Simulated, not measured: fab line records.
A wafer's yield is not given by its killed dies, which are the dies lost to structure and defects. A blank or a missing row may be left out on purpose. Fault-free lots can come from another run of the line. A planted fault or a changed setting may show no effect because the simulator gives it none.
fab line records	flow n5-finfet
[record] lots = 3	wafers = 9	last-day = 17
route steps=1938 shown BEOL_M5@1151 BEOL_M15@1830 PASSIVATION@1936
lots untouched by any fault: they come from a run of this same line in which no faults occurred
start-h: the number of hours between the record's first day and the start of the first shown wafer of the lot	wait-h: hours from the lot's prior step to this one	" unchanged from the row above	L1.1+2: a row that stands for several wafers	- no value, or no start was given	* or withheld: withheld	< > ~ a bound
route shown NAME@n: a module of which the file shows steps, and the number in the route of the first	usual: mean and standard deviation over wafers with no fault	same: alike in all rows	chamber/n: place in a boat	sites: the reading at each site	_std_site: standard deviation of those values	_edge_site: the outer-site mean with the inner-site mean subtracted	radius-mm: how far each site lies from the wafer's centre	mask NAME#n: copy n	behind: the last tool/chamber to shape the wafer	hold: what put the lot on hold/how long, in hours/how the hold closed	device: the transistor (n, p or np) that didn't switch	end of line: tests run on the same wafers once the route is complete	a step without rows: its recipe alone	killed: at the first sort, the dies lost to defects and structure; wafer yield is something else	map: dies across one wafer; x = killed, . = not, _ = none there
set.NAME: the run value of the setting; set.NAME@STEP: its run value at that earlier step	model.NAME: the simulator's own value behind a step, which no gauge read
lots at selected steps of the route; one table per step, one row per wafer
services: when a tool's chamber went out of use (start-h, in hours from the record's first day, below 0 if earlier), for how many hours, and the reason
[[steps]]
[step N5_BEOL_M5_DESCUM_33]
[recipe] chemistry = O2	time-s = 7	source-power-w = 50	bias-power-w = 20	pressure-mtorr = 20	rf-frequency-hz = 2.712e+07	temp-c = 40	resist = CAR-EUV	o2-flow-sccm = 225
[step N5_BEOL_M5_ETCH_75]
[recipe] chemistry = N2/H2	target = underlayer	target-depth-a = 65	mask-material = CAR-EUV	time-s = 5.2	ion-energy-ev = 200	pressure-mtorr = 30	source-w = 840	bias-w = 150	n2-flow-sccm = 200	h2-flow-sccm = 200	ends = cleared
[step N5_BEOL_M5_ETCH_67]
[recipe] chemistry = CF4	target = SiARC	target-depth-a = 156	mask-material = CAR-EUV	time-s = 26	ion-energy-ev = 80	pressure-mtorr = 40	source-w = 545	bias-w = 36	Ar_flow_sccm = 100	cf4-flow-sccm = 100	ends = cleared
[step N5_BEOL_M5_ETCH_68]
[recipe] chemistry = N2/H2	target = SOC	target-depth-a = 800	overetch-a = 160	mask-material = SiARC	temp-c = 40	time-s = 120	ion-energy-ev = 200	pressure-mtorr = 30	source-w = 840	bias-w = 150	n2-flow-sccm = 200	h2-flow-sccm = 200
[step N5_BEOL_M5_STRIP_69]
[recipe] chemistry = N2/H2	temp-c = 40	n2-flow-sccm = 200	h2-flow-sccm = 200	rf-frequency-hz = 6e+07
[step N5_BEOL_M5_STRIP_76]
[recipe] chemistry = N2/H2	temp-c = 40	n2-flow-sccm = 200	h2-flow-sccm = 200	rf-frequency-hz = 6e+07
[step N5_BEOL_M5_VIA_ETCH_34]
[recipe] chemistry = C4F6/O2	target = SiCOH_lowk	target-depth-a = 883	mask-material = SOC	taper-deg = 4	time-s = 39.2	ion-energy-ev = 250	pressure-mtorr = 30	source-w = 345	bias-w = 185	Ar_flow_sccm = 300	C4F6_flow_sccm = 10	O2_flow_sccm = 10
[step N5_BEOL_M5_STRIP_85]
[recipe] chemistry = C4F6/O2	resist = SiARC	rf-frequency-hz = 6e+07
[step N5_BEOL_M5_STRIP_36]
[recipe] chemistry = N2/H2	power-w = 450	temp-c = 40	pressure-mtorr = 20	rf-frequency-hz = 6e+07	overash-fraction = 0.3	bias-power-w = 7	h2-frac = 0.5	n2-flow-sccm = 200	h2-flow-sccm = 200
[step N5_BEOL_M5_TRENCH_ETCH_37]
[recipe] chemistry = C4F6/O2	target-depth-a = 716.52	target = SiCOH_lowk	time-s = 24.7	ion-energy-ev = 250	pressure-mtorr = 30	source-w = 345	bias-w = 185	Ar_flow_sccm = 300	C4F6_flow_sccm = 10	O2_flow_sccm = 10
[usual] drypump-motor-current-A = 5.6/0.54	oes-product-au = 0.78/0.085	rf-vpp-V = 668/10	run-length-s = 48.3/0.42	showerhead-plenum-p-Torr = 2.86/0.098	throttle-valve-pct = 21.01/0.25
lot.wafer	tool	chamber	start-h	wait-h	drypump-motor-current-A	oes-product-au	rf-hours-counter-h	rf-vpp-V	run-length-s	showerhead-plenum-p-Torr	throttle-valve-pct	model.etch.depth-nm	model.BEOL_M5.feature-depth-nm	model.TiN_of_BEOL_M5_HM_DEP_02.thk-nm
L783.2	rie-diel-05	3	184.26	-	6.1	0.87	35	669	47.7	2.78	20.59	71.59	71.6	18.2
L783.3	"	0	"	"	5.8	0.82	68	657	48.5	2.99	20.75	70.95	71	18.2
L783.5	"	0	"	"	5.8	0.83	-	657	48.2	2.99	20.74	71.38	71.4	18.4
L796.1	rie-diel-05	0	275.50	-	5.8	0.81	93	657	60.8	2.97	20.78	108.5	108.4	16.8
L796.2	"	1	"	"	5.6	0.82	83	672	48.5	3.00	21.18	73.51	73.6	17.8
L796.5	"	0	"	"	5.8	0.80	-	656	60.6	2.97	20.79	108.3	108.4	16.8
L801.1	rie-diel-03	3	323.94	-	6.3	0.89	48	655	48.3	2.81	21.29	72.81	72.8	17.6
L801.3	"	0	"	"	4.9	0.73	201	667	48.0	2.71	21.23	70.89	70.8	17.8
L801.4	"	1	"	"	6.0	0.68	206	660	48.7	2.82	21.16	69.88	69.8	17.6
[step N5_BEOL_M5_ETCH_41]
[recipe] chemistry = CH3F/O2	target = SiCN	target-depth-a = 315	taper-deg = 2	time-s = 56.7	ion-energy-ev = 120	mask-material = TiN	pressure-mtorr = 30	source-w = 395	bias-w = 75	Ar_flow_sccm = 150	CH3F_flow_sccm = 30	O2_flow_sccm = 20
[step N5_BEOL_M5_STRIP_91]
[recipe] chemistry = N2/H2	time-s = 10	power-w = 450	temp-c = 40	pressure-mtorr = 20	rf-frequency-hz = 6e+07	bias-power-w = 7	n2-flow-sccm = 200	h2-flow-sccm = 200
[step N5_BEOL_M5_OCD_MEAS_38]
[usual] trench-depth-nm = 71.5/1.3
lot.wafer	tool	chamber	start-h	wait-h	trench-depth-nm
L783.2	ocd-01	-	184.42	-	71.8
L783.3	"	-	"	"	70.8
L783.5	"	-	"	"	71.7
L796.1	ocd-01	-	275.66	-	108.8
L796.2	"	-	"	"	73.7
L796.5	"	-	"	"	108.0
L801.1	ocd-01	-	324.09	-	72.5
L801.3	"	-	"	"	70.9
L801.4	"	-	"	"	69.7
[step N5_BEOL_M5_HM_STRIP_39]
[recipe] chemistry = peroxide-tin-strip	material = TiN	target-depth-a = 250	temp-c = 50	time-s = 158
[step N5_BEOL_M5_SRD_40]
[recipe] time-s = 30	temp-c = 23	rinse-liquid = diw	dry = ipa-marangoni
[step N5_BEOL_M5_PRECLEAN_42]
[recipe] chemistry = residue-remover	time-s = 60	temp-c = 40
[step N5_BEOL_M5_SRD_43]
[recipe] time-s = 30	temp-c = 23	rinse-liquid = diw	dry = ipa-marangoni
[step N5_BEOL_M5_CURE_80]
[recipe] temp-c = 370	time-s = 120	ambient = DMADMS/He	material = SiCOH_lowk
[step N5_BEOL_M5_DEGAS_44]
[recipe] ambient = vacuum	temp-c = 250	time-s = 60
[step N5_BEOL_M5_PRE_CLEAN_45]
[recipe] gas = H2/He	time-s = 30	temp-c = 250
[step N5_BEOL_M5_ALD_86]
[recipe] material = TaN	target-thk-a = *	temp-c = 275	ald-precursor-family = PDMAT	ald-co-reactant = NH3	pressure-torr = 3	carrier-flow-sccm = 1500	pulse-time-s = 2	purge-time-s = 3	co-reactant-purge-time-s = 2	co-reactant-pulse-time-s = 3	ald-cycles = 30	precursor-vessel-temp-c = 75	precursor-vessel-pressure-torr = 26.25	precursor-vessel-carrier-sccm = 1000
[step N5_BEOL_M5_SURFACE_TREAT_87]
[recipe] gas = Ar	time-s = *	ion-energy-ev = *	ion-current-ma-cm2 = 0.5	pressure-mtorr = *	ar-flow-sccm = 30
[step N5_BEOL_M5_CVD_47]
[recipe] material = Co	target-thk-a = 30	temp-c = withheld	precursor = CCTBA/H2	pressure-torr = 30	time-s = 216
[step N5_BEOL_M5_SPUTTER_48]
[recipe] material = Cu	target-thk-a = 150	temp-c = -20	chamber-pressure-pa = 0.07	power-w = withheld	time-s = 27.62
[step N5_BEOL_M5_ANNEAL_49]
[recipe] temp-c = 400	time-s = 1800	ambient = vacuum
[step N5_BEOL_M5_SPUTTER_81]
[recipe] material = Cu	target-thk-a = 150	temp-c = -20	chamber-pressure-pa = 0.07	power-w = withheld	time-s = 27.62
[step N5_BEOL_M5_ANNEAL_82]
[recipe] temp-c = 400	time-s = 1800	ambient = vacuum
[step N5_BEOL_M5_SPUTTER_83]
[recipe] material = Cu	target-thk-a = 150	temp-c = -20	chamber-pressure-pa = 0.07	power-w = withheld	time-s = 27.62
[step N5_BEOL_M5_ANNEAL_84]
[recipe] temp-c = 400	time-s = 1800	ambient = vacuum
[step N5_BEOL_M5_SPUTTER_88]
[recipe] material = Cu	target-thk-a = 150	temp-c = -20	chamber-pressure-pa = 0.07	power-w = withheld	time-s = 27.62
[step N5_BEOL_M5_ANNEAL_89]
[recipe] temp-c = 400	time-s = 1800	ambient = vacuum
[step N5_BEOL_M5_SPUTTER_90]
[recipe] material = Cu	target-thk-a = 45	temp-c = -20	chamber-pressure-pa = 0.07	power-w = withheld	time-s = 8.29
[step N5_BEOL_M5_ECD_50]
[recipe] material = Cu	target-thk-a = 3000
[step N5_BEOL_M5_ANNEAL_51]
[recipe] temp-c = 225	time-s = 90	ambient = N2
[step N5_BEOL_M5_CMP_52]
[recipe] stop-on = SiCOH_lowk	t-overpolish-s = 6.9	down-force-psi = 1	platen-rpm = 50	clearing-platen-down-force-psi = 1.5	clearing-platen-rpm = 50	post-cmp-clean = cu-alkaline	target-thk-nm = 62	clearing-platen-pad-velocity-m-s = 0.99484	pad-velocity-m-s = 0.99484
[usual] motor-current-A = 6.1/0.67	platen-rpm = 50.00/0.033	slurry-flow-ml-min = 150.0/0.48
lot.wafer	tool	chamber	start-h	wait-h	motor-current-A	platen-rpm	slurry-flow-ml-min	model.Cu_of_BEOL_M5_ECD_50.thk-nm
L783.2	cmp-03	1	191.14	0.2	6.0	49.98	150.3	64.8
L783.3	"	3	"	"	4.9	50.02	150.1	62
L783.5	"	2	"	"	6.2	50.05	150.2	62.4
L796.2	cmp-03	0	283.71	0.2	5.6	49.98	150.3	62.2
L796.1	"	1	"	"	6.4	49.97	149.8	100.8
L796.5	"	1	"	"	6.4	49.98	149.2	99.8
L801.1	cmp-01	0	330.32	0.3	6.7	49.99	150.5	62.6
L801.4	"	1	"	"	6.2	49.96	149.5	62.6
L801.3	"	2	"	"	5.9	49.98	150.8	59.4
[step N5_BEOL_M5_THK_MEAS_53]
[recipe] thk-meas-gauge = xrf	reads = Cu_of_BEOL_M5_ECD_50
[usual] M5_THK = 62.8/1.8
lot.wafer	tool	chamber	start-h	wait-h	M5_THK[nm]
L783.2	film-metro-02	-	191.43	-	66.3
L783.3	"	-	"	"	63.6
L783.5	"	-	"	"	64.0
L796.1	film-metro-02	-	284.00	-	101.9
L796.2	"	-	"	"	62.9
L796.5	"	-	"	"	101.3
L801.1	film-metro-01	-	330.58	-	63.4
L801.3	"	-	"	"	60.1
L801.4	"	-	"	"	63.5
[step N5_BEOL_M5_PRE_CLEAN_77]
[recipe] gas = NH3/H2	time-s = 15	temp-c = *	rf-power-w = 300
[step N5_BEOL_M5_CO_CAP_78]
[recipe] material = Co	target-thk-a = 20	temp-c = 200	precursor = CCTBA/H2	pressure-torr = 30	time-s = 102.1
[step N5_BEOL_M5_RS_MEAS_57]
[recipe] thk-meas-gauge = four-point-probe	reads = Co_of_BEOL_M5_CO_CAP_78+Cu_of_BEOL_M5_ECD_50+Co_of_BEOL_M5_CVD_47+TaN_of_BEOL_M5_ALD_86
[usual] M5_RS = 0.385/0.013
lot.wafer	tool	chamber	start-h	wait-h	M5_RS[ohm/sq]
L783.2	film-metro-01	-	191.71	0.1	0.367
L783.3	"	-	"	"	0.387
L783.5	"	-	"	"	0.385
L796.1	film-metro-02	-	284.27	0.0	0.218
L796.2	"	-	"	"	0.384
L796.5	"	-	"	"	0.220
L801.1	film-metro-02	-	330.87	0.1	0.382
L801.3	"	-	"	"	0.407
L801.4	"	-	"	"	0.381
[step N5_BEOL_M15_RC_MEAS_101]
[usual] COMB_M10 = 1.5e-11/3e-12	COMB_M11 = 1.43e-11/3e-12	COMB_M12 = 6.6e-12/1.2e-12	COMB_M13 = 4.9e-12/9.3e-13	COMB_M14 = 4e-12/7.8e-13	COMB_M15 = 2.8e-12/6e-13	COMB_M6 = 2.5e-11/5.3e-12	COMB_M7 = 2.7e-11/5.7e-12	COMB_M8 = 2.6e-11/5.2e-12	COMB_M9 = 1.5e-11/3.4e-12	SERP_M10 = 3.11/0.096	SERP_M11 = 3.08/0.083	SERP_M12 = 0.635/0.017	SERP_M13 = 0.308/0.0074	SERP_M14 = 0.162/0.0035	SERP_M5 = 38.5/1.7	SERP_M5_max_site = 40.1/1.8	SERP_M6 = 13.7/0.65	SERP_M7 = 13.8/0.55	SERP_M8 = 13.6/0.51	SERP_M9 = 3.06/0.089
lot.wafer	tool	chamber	start-h	wait-h	COMB_M10[S/m]	COMB_M11[S/m]	COMB_M12[S/m]	COMB_M13[S/m]	COMB_M14[S/m]	COMB_M15[S/m]	COMB_M6[S/m]	COMB_M7[S/m]	COMB_M8[S/m]	COMB_M9[S/m]	SERP_M10[ohm/um]	SERP_M11[ohm/um]	SERP_M12[ohm/um]	SERP_M13[ohm/um]	SERP_M14[ohm/um]	SERP_M5[ohm/um]	SERP_M5_max_site[ohm/um]	SERP_M6[ohm/um]	SERP_M7[ohm/um]	SERP_M8[ohm/um]	SERP_M9[ohm/um]
L783.2	prober-02	0	277.03	0.2	1.4e-11	1.7e-11	6.3e-12	6.4e-12	3.4e-12	3.5e-12	2.5e-11	1.9e-11	2.8e-11	1.8e-11	3.14	2.95	0.622	0.300	0.167	36.2	38.2	14.3	14.7	13.9	2.90
L783.3	"	0	"	"	1.4e-11	1.28e-11	5.8e-12	6.8e-12	4.1e-12	4.1e-12	1.9e-11	2.9e-11	2.3e-11	1.5e-11	3.07	3.00	0.636	0.302	0.160	38.4	41.3	14.0	14.3	13.1	2.99
L783.5	"	0	"	"	1.3e-11	1.14e-11	6e-12	5.4e-12	6.2e-12	3.2e-12	3.3e-11	1.8e-11	2e-11	1.6e-11	3.06	2.98	0.612	0.306	0.156	37.5	38.9	14.1	14.0	13.9	2.84
L796.1	prober-01	0	363.08	0.0	2e-11	1.34e-11	6.6e-12	5.9e-12	4.2e-12	1.9e-12	2.1e-11	2.5e-11	2.6e-11	1.3e-11	3.15	3.16	0.654	0.313	0.163	22.6	23.2	13.3	14.3	13.9	3.07
L796.2	"	0	"	"	1.5e-11	1.06e-11	7.8e-12	5.9e-12	3.4e-12	3.1e-12	3.2e-11	2.6e-11	3.3e-11	1.6e-11	3.13	3.01	0.632	0.310	0.161	37.3	38.1	13.2	14.2	13.6	3.10
L796.5	"	0	"	"	1.5e-11	1.47e-11	6e-12	6.2e-12	5.1e-12	2.4e-12	2.8e-11	2.5e-11	2.4e-11	1.6e-11	3.13	3.20	0.666	0.308	0.163	22.0	22.6	13.0	14.3	13.1	3.13
L801.1	prober-02	0	403.70	0.0	1.6e-11	1.31e-11	7.5e-12	4.6e-12	3.8e-12	3e-12	3e-11	1.9e-11	2.9e-11	8e-12	3.08	3.15	0.625	0.288	0.163	36.0	39.8	14.4	13.4	13.8	2.96
L801.3	"	0	"	"	1.4e-11	1.94e-11	5.3e-12	5.4e-12	3.9e-12	2.7e-12	2.1e-11	2.5e-11	2.6e-11	1.2e-11	3.13	3.23	0.668	0.308	0.158	40.0	41.1	13.5	13.7	12.6	3.08
L801.4	"	0	"	"	1.4e-11	1.38e-11	8.1e-12	5.7e-12	3.3e-12	2.8e-12	2.7e-11	1.7e-11	3e-11	1e-11	3.25	3.15	0.631	0.305	0.153	38.6	39.2	14.9	13.4	13.4	3.03
// sites SERP_M5 radius-mm=0,75,75,75,75,140,140,140,140
L783.2 36.2 38.2 36.4 36.1 37.1 36.4 35.3 35.6 36.2
L796.1 22.6 22.6 22.4 23.2 22.5 22.4 22.6 23.1 21.4
L801.1 34.9 36.0 35.7 36.0 35.9 39.2 39.2 39.8 38.9
[step N5_PASSIVATION_PROBE_49]
[usual] defect-limited-yield = 91.4/1.5	killed_at_M0_to_M3 = 35/12	killed_at_M4_up = 13/5.8	killed-at-contacts = 12/5.5	killed-at-front-end = 36/9.9	killed-at-other = 4/3.7	killed-dies = 101/18	killed-open = 66/13	killed-short = 33/8	sort_bin_5_function = 5.0/1	sort_bin_6_memory = 3.2/0.67	sort-n-pass = 1079/18	sort-yield-pct = 91.4/1.5
[same] gross-dies = 1180	killed-at-back-side = 0	sort_bin_4_leakage[%] = 0	sort_bin_8_speed[%] = 0
lot.wafer	tool	chamber	start-h	wait-h	defect-limited-yield[%]	killed_at_M0_to_M3	killed_at_M4_up	killed-at-contacts	killed-at-front-end	killed-at-other	killed-dies	killed-open	killed-short	sort_bin_5_function[%]	sort_bin_6_memory[%]	sort-n-pass	sort-yield-pct[%]
L796.1	prober-02	-	377.08	0.0	88.6	19	54	12	40	9	134	57	25	3.8	3.0	1046	88.6
L796.5	prober-02	-	377.28	0.2	88.1	35	47	17	28	14	141	52	43	5.0	3.1	1039	88.1
// killed by level:class
L796.1 BEOL_M5:area-etch=47 MOL_CONTACT_COAG:geometric-particle:open=10 STI_FIN_REVEAL:geometric-particle:open=9 FIN_SAQP:geometric-particle:open=7 FIN_SAQP:geometric-particle:short=6 BEOL_M0_SAQP:geometric-particle:open=5 MIM_BOT:geometric-particle:short=5 HKMG_FIN:area-etch=5
L796.5 BEOL_M5:area-etch=40 MOL_CONTACT_COAG:geometric-particle:open=14 BEOL_M3:geometric-particle:open=8 BEOL_M0_SAQP:geometric-particle:short=7 MIM_BOT:geometric-particle:short=7 BEOL_M0_SAQP:geometric-particle:open=6 FIN_SAQP:geometric-particle:short=5 ILD0:geometric-particle:short=5
// map L796.5 (x killed, . not)
_________________....x...x...________________
______________.x......x.x..xx..x_____________
___________.....x.xx..........x....__________
__________..xx..........x.x........._________
________..x................x..x.x....._______
_______....................x.x....x.x..______
______.....x..................xx....xx.._____
_____xx..............x......xx.......x...____
____........x.......x.x....x..............___
___.......x.....................x..........__
___xx....x................................x__
__......x...x..x...........x.......x.....x.x_
__......x......................x..........x._
_...................................x.....x.x
_....x......x..........................x..x..
_.x....x...xxx..............x............x...
_x.........................x...............x.
_..x....x..............................x.....
_............................................
_.........x..x.....................xx........
_........x........x...x................x.x..x
__x......x......x...x........x............x._
__...........x..........x........xx........._
___.....x....x.xx.......x.x...x......xx...x__
___x.......x.........x.x.................xx__
____..xx.x........x.x.............x.x..x..___
_____..x...........................x.x...____
______..x..................x......x....x_____
_______.......x....x...................______
________........x.........x..........._______
__________...................x..xx.x_________
___________x.x......x............x.__________
______________.............x...._____________
_________________........x.x.________________
// map L783.2 (x killed, . not)
_________________............________________
______________...x.............._____________
___________.........x..............__________
__________.xx................x......_________
________................x...........xx_______
_______...................x.........x..______
______........x....x..............x....._____
_____..x..x.....x.x.........x............____
____...x......x.......x...x....x..x.......___
___......x.x...............................__
___x...........x.....................x.x...__
__.........x........x............x..x......x_
__x..x....................x..x......x.....x._
_........x.....................x.............
_.................x...................x......
_..x........xx...x............x...........x..
_x..............................x............
_x.........x..x................x.............
_.x.....................x............x..x....
_......x................................x....
_...x.x..x.....................x.............
__...x........x.x....x...x.........x........_
__......x.........x........................._
___.x......x.......xx......................__
___................x.x......x....x.....x...__
____.......x..........xx........x.......x.___
_____.............x.x...xx.x...........x.____
______....x...................x.x......._____
_______.........................xx..x..______
________...............x.............x_______
__________.......................x.._________
___________....x...................__________
______________.......xx........._____________
_________________..........x.________________
[[services]]
tool	chamber	start-h	hours	kind
rie-diel-05	2	179.59	5.7	repair
rie-diel-05	1	184.83	6.6	repair
rie-diel-05	-	187.41	14.6	pm
rie-diel-03	0	196.77	6.4	repair
cmp-01	-	197.60	4.0	pm
cmp-01	-	201.60	-	consumable-replace:conditioner
cmp-01	-	201.60	-	consumable-replace:pad
cmp-01	-	206.87	0.6	repair
rie-diel-03	2	216.52	-	clean
rie-diel-03	2	216.52	-	consumable-replace:focus-ring
rie-diel-03	2	216.52	17.4	scheduled-down
rie-diel-03	2	216.52	17.4	vent-cycle
cmp-03	-	222.93	2.0	repair
cmp-01	-	232.37	3.3	pm
cmp-03	-	239.45	2.6	repair
rie-diel-05	3	251.62	3.5	repair
rie-diel-03	-	253.91	0.7	repair
cmp-03	-	256.88	0.8	repair
cmp-03	-	265.70	3.4	pm
cmp-03	-	318.99	4.0	pm
cmp-03	-	322.99	-	consumable-replace:conditioner
cmp-03	-	322.99	-	consumable-replace:pad
[[key]]
[first-sign] step = N5_BEOL_M5_TRENCH_ETCH_37	reading = run-length-s	direction = up	sigmas = 30	usual = *	struck = *
[effect] step = N5_BEOL_M5_OCD_MEAS_38	reading = trench-depth-nm	direction = up	sigmas = 29	usual = 71.5	struck = 108.4
[effect] step = N5_BEOL_M5_THK_MEAS_53	reading = M5_THK	direction = up	sigmas = 21	usual = 62.8	struck = 101.6
[effect] step = N5_BEOL_M5_RS_MEAS_57	reading = M5_RS	direction = down	sigmas = 13	usual = 0.385	struck = 0.219
[effect] step = N5_BEOL_M15_RC_MEAS_101	reading = SERP_M5	direction = down	sigmas = 9.4	usual = 38.5	struck = 22.3
[effect] step = N5_PASSIVATION_PROBE_49	reading = killed_at_M4_up	direction = up	sigmas = 6.4	usual = 13	struck = 50
[model-effect] step = N5_BEOL_M5_TRENCH_ETCH_37	value = etch.depth-nm	without = 71.8	struck = 108.4
[model-effect] step = N5_BEOL_M5_CMP_52	value = Cu_of_BEOL_M5_ECD_50.thk-nm	without = 63.8	struck = 100.3
[more-kills-born-at] N5_BEOL_M5_TRENCH_ETCH_37@rie-diel-05 = 87
met-at N5_BEOL_M5_TRENCH_ETCH_37
struck-wafers L796.1,L796.5
onset-between 184.26 275.50
[fault] kind = process-parameter-drift	tool = rie-diel-05	chamber = 0	onset-h = 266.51	steps = N5_BEOL_M5_TRENCH_ETCH_37	channel = time-s	offset = *	shape = step	acts-in = *	stated = *
